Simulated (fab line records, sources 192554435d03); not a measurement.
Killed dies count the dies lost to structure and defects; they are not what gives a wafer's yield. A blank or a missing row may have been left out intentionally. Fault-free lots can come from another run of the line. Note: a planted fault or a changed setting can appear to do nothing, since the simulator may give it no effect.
A struck lot beside a sound one	flow n5 finfet	40 steps out of a route of 1938
Sound: the wafers L595.1, L595.2, L595.6. Struck: wafer L612.3. (L612.1, L612.2 of the same lot were not struck and are left out.) The cause comes at the end.
Order at every step that has rows: each side's tool, ch and its chambers, its first start. Under that, the readings that differ: sound wafers	struck wafers	difference of the means	sigmas: that difference in standard deviations of wafers without a fault.
alike: readings with means less than 2 such deviations apart, plus words and numbers identical on both sides. not compared: withheld readings, readings lacking a value on some wafer, bounds such as >300 that could conceal the same value, and numbers that have no deviation in the record and whose values overlap.
The two part at a step that has a row with sigmas, a row that says differs or no value, or rows on one side only. When numbers do not overlap yet have no deviation, they are printed without sigmas and do not part them. A reading that every wafer of one side lacks parts them only if that side has two wafers or more.

first, 3 steps without rows for these wafers: N5_BEOL_M1_SPUTTER_81 (material Cu, target thk 4.5 nm, time 8.29 s); N5_BEOL_M1_ANNEAL_82 (time 240 s); N5_BEOL_M1_SPUTTER_86 (material Cu, target thk 4.5 nm, time 8.29 s).
N5_BEOL_M1_ANNEAL_87: time 240 s.
  sound on pvd sputter-02, day 6 16:43; struck on pvd sputter-02, day 11 13:00
  alike: heater power w
then, 2 steps without rows for these wafers: N5_BEOL_M1_SPUTTER_88 (material Cu, target thk 4.5 nm, time 8.29 s); N5_BEOL_M1_ANNEAL_89 (time 240 s).
N5_BEOL_M1_SPUTTER_90: material Cu, target thk 4.5 nm, time 8.29 s.
  sound on pvd sputter-02, day 6 17:05; struck on pvd sputter-02, day 11 13:22
  alike: throttle valve pct
then, 2 steps without rows for these wafers: N5_BEOL_M1_ANNEAL_91 (time 240 s); N5_BEOL_M1_SPUTTER_92 (material Cu, target thk 4.5 nm, time 8.29 s).
N5_BEOL_M1_ANNEAL_93: time 240 s.
  sound on pvd sputter-02, day 6 17:23; struck on pvd sputter-02, day 11 13:40
  alike: heater power w
then, 2 steps without rows for these wafers: N5_BEOL_M1_SPUTTER_94 (material Cu, target thk 4.5 nm, time 8.29 s); N5_BEOL_M1_ANNEAL_95 (time 240 s).
N5_BEOL_M1_SPUTTER_96: material Cu, target thk 4.5 nm, time 8.29 s.
  sound on pvd sputter-02, day 6 17:44; struck on pvd sputter-02, day 11 14:01
  alike: throttle valve pct
then, 7 steps without rows for these wafers: N5_BEOL_M1_ECD_50 (material Cu, target thk 300 nm); N5_BEOL_M1_ANNEAL_51 (time 90 s); N5_BEOL_M1_CMP_52 (polishes, stops on SiOC, t overpolish 6.8 s, target thk 40 nm); N5_BEOL_M1_PRE_CLEAN_60 (time 15 s); N5_BEOL_M1_CO_CAP_55 (material Co, precursor CCTBA/H2, target thk 2 nm, time 102.1 s); N5_BEOL_M1_PRE_CLEAN_56 (time 15 s); N5_BEOL_M1_DEP_57 (deposits SiCN from 3MS/NH3, target thk 8 nm, time 14 s).
N5_BEOL_M1_RS_MEAS_58: uses a four-point probe to measure.
  sound on film metro-01, day 6 18:56; struck on film metro-02, day 11 15:20
  alike: M1_RS
then, 1 step without rows for these wafers: N5_BEOL_M2_ILD_DEP_00 (deposits SiOC from DEMS/O2, target thk 79 nm, time 15.3 s).
N5_BEOL_M2_THK_MEAS_01:
  sound on film metro-01, day 6 19:04; struck on film metro-02, day 11 15:28
  alike: M2_ILD_THK
then, 1 step without rows for these wafers: N5_BEOL_M2_PECVD_72 (deposits SiO2 from TEOS/O2, target thk 16 nm, time 18 s).
N5_BEOL_M2_HM_DEP_02: deposits TiN, target thk 20 nm.
  sound on pvd sputter-03, day 6 21:01; struck on pvd sputter-03, day 11 17:55
  alike: throttle valve pct
then, 9 steps without rows for these wafers: N5_BEOL_M2_COAT_61 (time 60 s, resist thk 60 nm); N5_BEOL_M2_COAT_62 (time 60 s, resist thk 12 nm); N5_BEOL_M2_COAT_73 (time 60 s, resist thk 5 nm); N5_BEOL_M2_COAT_05 (resist thk 30 nm); N5_BEOL_M2_EBR_07; N5_BEOL_M2_SOFTBAKE_06 (time 60 s); N5_BEOL_M2_EXPOSE_08 (exposes mask M2); N5_BEOL_M2_PEB_09 (peb time 60 s); N5_BEOL_M2_DEVELOP_10 (develop time 30 s).
N5_BEOL_M2_CD_MEAS_11 targets a cd of 16.79 nm.
  sound on cd sem-02 ch 0, day 6 21:25; struck on cd sem-03 ch 0, day 11 18:26
  alike: cd nm
N5_BEOL_M2_OVL_MEAS_12:
  sound on overlay-01 ch 0, day 6 21:26; struck on overlay-01 ch 0, day 11 18:28
reading	sound	struck	difference	sigmas
M2_OVL (nm)	-0.5 -0.1 -0.2	1.1	+1.4	+2
then, 1 step without rows for these wafers: N5_BEOL_M2_DESCUM_16 (chemistry O2, time 7 s).
N5_BEOL_M2_ETCH_74: etches underlayer in N2/H2, target depth 6.5 nm, time 5.2 s.
  sound on rie diel-06 ch 0,2, day 6 21:59; struck on rie diel-04 ch 3, day 11 18:36
  alike: drypump motor current A, etch rf on time s, oes product au, rf vpp V, showerhead plenum p Torr, throttle valve pct
  not compared: rf hours counter h
then, 1 step without rows for these wafers: N5_BEOL_M2_ETCH_63 (etches SiARC in CF4, target depth 15.6 nm, time 26 s).
-- record jumps: 5 days separate the struck wafers' starts on either side; left off in module BEOL_M2, taken up again in module PASSIVATION, whose first shown step is the route's number 1936 --
N5_PASSIVATION_PROBE_49:
  rows exist in the record for the struck wafers here (prober-01, day 16 21:15), but not for the sound ones

== WHERE THEY PART ==
At N5_BEOL_M2_OVL_MEAS_12 first; at N5_PASSIVATION_PROBE_49 last (within this record only).

WHY: what the simulator had put in
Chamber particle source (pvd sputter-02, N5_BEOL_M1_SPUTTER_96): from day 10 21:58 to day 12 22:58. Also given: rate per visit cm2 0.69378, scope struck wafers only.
